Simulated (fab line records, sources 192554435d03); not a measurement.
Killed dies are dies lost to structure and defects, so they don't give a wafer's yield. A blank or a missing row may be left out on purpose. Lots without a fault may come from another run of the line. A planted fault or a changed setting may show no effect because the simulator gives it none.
Which tool did it? | flow n5_finfet | 12 lots, 34 wafers sampled, at 3 steps of a route of 1938

WHAT THE GAUGES READ, wafer by wafer
N5_BEOL_M9_INSPECT_58: inspects for defects (darkfield).
lot  | measured     | on                | raw_defect_count
L912 | day 10 15:07 | defect_inspect-01 | 84 72 70
L913 | day 11 03:53 | defect_inspect-02 | 99 57 54
L914 | day 11 06:44 | defect_inspect-02 | 72 87 57
L916 | day 11 19:50 | defect_inspect-02 | 58 78 81
L918 | day 11 21:56 | defect_inspect-02 | 84 73 48
L919 | day 12 02:35 | defect_inspect-01 | 54 49 67
L920 | day 13 00:46 | defect_inspect-02 | 73 57 38
L924 | day 13 16:17 | defect_inspect-02 | 48 60
L923 | day 14 02:56 | defect_inspect-02 | 48 45 92
L926 | day 14 03:42 | defect_inspect-02 | 80 75
L931 | day 15 15:05 | defect_inspect-02 | 50 101 99
L930 | day 16 02:01 | defect_inspect-02 | 73 88 61

WHICH TOOL RAN EACH LOT (tool, then ch and the chambers of the sampled wafers, then the start)
lot  | N5_BEOL_M9_ALD_74                   | N5_BEOL_M9_CMP_52
L912 | ald_metal-04 ch 0,3, day 10 13:17   | cmp-04 ch 2,3, day 10 14:40
L913 | ald_metal-03 ch 0,1,3, day 11 01:53 | cmp-01 ch 2,3, day 11 03:26
L914 | ald_metal-04 ch 0,1,3, day 11 05:07 | cmp-02 ch 2,3, day 11 06:16
L916 | ald_metal-04 ch 0,3, day 11 17:52   | cmp-01 ch 0,3, day 11 19:23
L918 | ald_metal-04 ch 0,1, day 11 19:30   | cmp-01 ch 0,2,3, day 11 21:29
L919 | ald_metal-04 ch 0,1,3, day 12 00:55 | cmp-04 ch 1,3, day 12 02:10
L920 | ald_metal-04 ch 0,2, day 12 23:05   | cmp-01 ch 1,2,3, day 13 00:21
L924 | ald_metal-04 ch 2,3, day 13 14:10   | cmp-04 ch 1,2, day 13 15:50
L923 | ald_metal-03 ch 0,1, day 13 23:42   | cmp-02 ch 0,3, day 14 02:31
L926 | ald_metal-04 ch 2,3, day 14 02:14   | cmp-04 ch 1,3, day 14 03:19
L931 | ald_metal-04 ch 2,3, day 15 12:46   | cmp-04 ch 2,3, day 15 14:38
L930 | ald_metal-02 ch 0,2,3, day 15 23:49 | cmp-04 ch 0,1, day 16 01:34
- N5_BEOL_M9_ALD_74: deposits TaN, target thk 2 nm, pulse time 2 s, purge time 3 s.
- N5_BEOL_M9_CMP_52: polishes, stops on SiCOH lowk, t overpolish 7 s, target thk 140 nm.

WHAT THE TOOLS THEMSELVES READ (means of the sampled wafers that have a number; where no wafer has one, the mark that the record gives instead)
N5_BEOL_M9_ALD_74.
lot  | tool         | heater_power_w (W)
L912 | ald_metal-04 | 443
L913 | ald_metal-03 | 397
L914 | ald_metal-04 | 447
L916 | ald_metal-04 | 480
L918 | ald_metal-04 | 484
L919 | ald_metal-04 | 446
L920 | ald_metal-04 | 438
L924 | ald_metal-04 | 402
L923 | ald_metal-03 | 402
L926 | ald_metal-04 | 411
L931 | ald_metal-04 | 412
L930 | ald_metal-02 | 337

N5_BEOL_M9_CMP_52.
lot  | tool   | barrier_field_endpoint_s (s) | head_pressure_psi (psi) | motor_current_A (A) | overpolish_run_s (s) | platen_rpm (rpm) | time_to_endpoint_s (s)
L912 | cmp-04 | 28.8                         | 1.0004                  | 5.8                 | 6.998                | 49.98            | 66
L913 | cmp-01 | 29.7                         | 0.9998                  | 6.3                 | 6.996                | 50.03            | 67
L914 | cmp-02 | 29.3                         | 1.0005                  | 5.0                 | 7.006                | 50.05            | 66
L916 | cmp-01 | 28.6                         | 0.9993                  | 5.8                 | 6.998                | 49.97            | 63
L918 | cmp-01 | 28.5                         | 1.0007                  | 6.3                 | 6.997                | 50.01            | 63
L919 | cmp-04 | 27.8                         | 1.0018                  | 6.0                 | 6.999                | 49.98            | 64
L920 | cmp-01 | 29.1                         | 1.0001                  | 5.8                 | 7.010                | 50.05            | 66
L924 | cmp-04 | 29.5                         | 1.0001                  | 6.3                 | 7.003                | 49.97            | 70
L923 | cmp-02 | 29.3                         | 1.0006                  | 6.1                 | 6.999                | 49.97            | 70
L926 | cmp-04 | 29.4                         | 1.0016                  | 6.6                 | 6.999                | 50.00            | 66
L931 | cmp-04 | 44.5                         | 0.6402                  | 5.3                 | 2.436                | 50.00            | 63
L930 | cmp-04 | 44.3                         | 0.6417                  | 6.1                 | 2.549                | 50.00            | 69

THE ANSWER, worked out from the rows above alone
Rule: what is usual is taken from the lots themselves. Put in order of their means at a reading, lots are off if they are a third of the lots or fewer, leave a main group of 4 or more, and stand apart from it by a gap of 3 or more times the standard deviation of the main group's means; of several such gaps the widest counts. A main group whose means are all the same, to the digits that the tables above print for the reading, isn't used. A lot without any number at a reading at which 4 lots or more have one is off too. The other lots that the step has rows for count as sound. The gauges are gone through in route order, then the tools' own readings, and for those a lot's mean is taken as printed above. The first step at which some lot is off is used, and at that step the reading that is off furthest; a lot without a number counts as furthest.
Off: L931, L930, at N5_BEOL_M9_CMP_52 (overpolish_run_s). The main group: mean 7.000 s, standard deviation 0.0042.
A tool fits if, at that step or a process step before it, it ran every lot that is off, and no sound lot after the first of them. One fits: cmp-04 at N5_BEOL_M9_CMP_52. Its last sound lot is L926 (day 14 03:19), its first lot that is off L931 (day 15 14:38): a fault that began between those two fits.
The tool's own readings at N5_BEOL_M9_CMP_52 bear it out: on the lots that are off they differ by more than 5 times the standard deviation of the sound lots' means. barrier_field_endpoint_s reads 44.4 s there against 29.0 s on the sound lots; head_pressure_psi reads 0.6410 psi there against 1.0005 psi on the sound lots; overpolish_run_s reads 2.492 s there against 7.000 s on the sound lots.

WHAT THE SIMULATOR HAD PUT IN
Process parameter drift: cmp-04, from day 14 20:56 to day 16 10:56, at N5_BEOL_M9_CMP_52. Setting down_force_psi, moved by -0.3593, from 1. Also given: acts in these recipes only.
Lots struck among those shown: L931, L930. The rule above found the same.
